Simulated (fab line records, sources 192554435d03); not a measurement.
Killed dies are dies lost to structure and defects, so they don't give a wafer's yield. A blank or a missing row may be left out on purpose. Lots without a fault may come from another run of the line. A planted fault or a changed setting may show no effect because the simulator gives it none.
Split-lot experiment | flow n5_finfet | 7 lots, 21 wafers read, on a route of 1938 steps

THE SPLIT
At N5_MOL_CONTACT_COAG_EXPOSE_05 (exposes mask CA, defocus 0 nm), the setting dose_mj was moved away from the recipe's 38.25 on 4 of the 21 wafers read, by -5.5% to +7.0%. The other wafers ran this setting at the recipe's value.

FROM THE SPLIT TO THE READING: what the file shows between them, 2 steps
- N5_MOL_CONTACT_COAG_PEB_06: peb time 60 s
- N5_MOL_CONTACT_COAG_DEVELOP_07: develop time 30 s

THE READING
cd_nm, in nm, at N5_MOL_CONTACT_COAG_CD_MEAS_08 (target cd 28 nm). Fault-free wafers of this fab line usually give 28.01 nm, standard deviation 0.24 nm.

wafer  | tool, chamber at the split | dose_mj as run | against the recipe | cd_nm, nm | against lot-mates on the recipe
L074.1 | euv_scanner-01, 0          | 39.1           | +2.2%              | 28.13     | +0.40
L074.2 | euv_scanner-01, 0          | 38.25          | recipe             | 27.59     | -
L074.4 | euv_scanner-01, 0          | 38.25          | recipe             | 27.86     | -
L076.1 | euv_scanner-01, 0          | 38.25          | recipe             | 28.08     | -
L076.3 | euv_scanner-01, 0          | 38.25          | recipe             | 28.11     | -
L076.4 | euv_scanner-01, 0          | 38.25          | recipe             | 28.29     | -
L078.2 | euv_scanner-01, 0          | 40.94          | +7.0%              | 29.42     | +1.79
L078.3 | euv_scanner-01, 0          | 38.25          | recipe             | 27.59     | -
L078.4 | euv_scanner-01, 0          | 38.25          | recipe             | 27.67     | -
L082.3 | euv_scanner-02, 0          | 38.25          | recipe             | 27.95     | -
L082.5 | euv_scanner-02, 0          | 39.17          | +2.4%              | 28.84     | +0.62
L082.6 | euv_scanner-02, 0          | 38.25          | recipe             | 28.49     | -
L089.1 | euv_scanner-01, 0          | 38.25          | recipe             | 27.83     | -
L089.2 | euv_scanner-01, 0          | 38.25          | recipe             | 27.79     | -
L089.5 | euv_scanner-01, 0          | 36.16          | -5.5%              | 26.41     | -1.40
L090.1 | euv_scanner-02, 0          | 38.25          | recipe             | 27.93     | -
L090.4 | euv_scanner-02, 0          | 38.25          | recipe             | 28.39     | -
L090.6 | euv_scanner-02, 0          | 38.25          | recipe             | 27.82     | -
L094.2 | euv_scanner-02, 0          | 38.25          | recipe             | 28.23     | -
L094.4 | euv_scanner-02, 0          | 38.25          | recipe             | 27.82     | -
L094.5 | euv_scanner-02, 0          | 38.25          | recipe             | 28.14     | -

THE FIT
A straight line over all 21 wafers: cd_nm changes by +0.237 nm for each +1% of dose_mj; r = +0.88; the points scatter about the line by 0.28 nm.
The same after taking each lot's own level away (the mean of its wafers on the recipe; 21 wafers): +0.252 nm for each +1%; r = +0.96; scatter 0.16 nm.
On that fit, the largest move of dose_mj shifts the reading by 1.8 nm.
The lots' own levels span 27.630 to 28.220 nm, that is 2.5 times the standard deviation above.
So the lot-to-lot level changes the slope little: the two slopes agree.
Check: with one of the wafers moved furthest among these (+7.0%) left out of the fit, the line predicts +1.73 nm for it against its lot-mates. It came out at +1.79 nm against them.

OTHER SPLITS ON THESE WAFERS
These wafers also went through other splits before the reading. Each is held against what the fit with the lots' levels taken away leaves over:
other split on the same wafers | wafers away from the commonest value | r with cd_nm (lot level and that fit taken away)
N5_ILD0_ALD_15 ald_cycles      | 9                                    | -0.19
N5_SDB_EXPOSE_08 dose_mj       | 11                                   | +0.18
N5_SDB_ALD_29 ald_cycles       | 6                                    | -0.36
N5_HKMG_FIN_ETCH_32 source_w   | 7                                    | -0.02
N5_HKMG_FIN_ETCH_35 bias_w     | 4                                    | -0.06

THE WHOLE CHAIN: every reading that the file lists as answering this split, in the file's order
step                                | what it does                                                             | reading                                                                        | change (the file's fit)               | r (the file's)
N5_MOL_CONTACT_COAG_CD_MEAS_08      | target cd 28 nm                                                          | cd_nm                                                                          | +0.251 nm for each +1% of the setting | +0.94
N5_MOL_CONTACT_COAG_ETCH_59         | etches underlayer in N2/H2, target depth 13 nm, time 10.4 s              | MOL_CONTACT_COAG.cd_offset_nm (the simulator's own value, which no gauge read) | +0.251 nm for each +1% of the setting | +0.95
N5_MOL_CONTACT_COAG_CONTACT_ETCH_14 | etches SiO2 in C4F6/O2, target depth 27.5 nm, overetch 8.5 nm, time 20 s | MOL_CONTACT_COAG.cd_offset_nm (the simulator's own value, which no gauge read) | +0.237 nm for each +1% of the setting | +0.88
N5_MOL_CONTACT_COAG_ETCH_15         | etches SiNx in CH3F/O2, stops on Si:P, target depth 7 nm                 | MOL_CONTACT_COAG.cd_offset_nm (the simulator's own value, which no gauge read) | +0.229 nm for each +1% of the setting | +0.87

THE FILE'S OWN FIT
cd_nm changes by +0.251 nm for each +1% of dose_mj, r = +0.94.
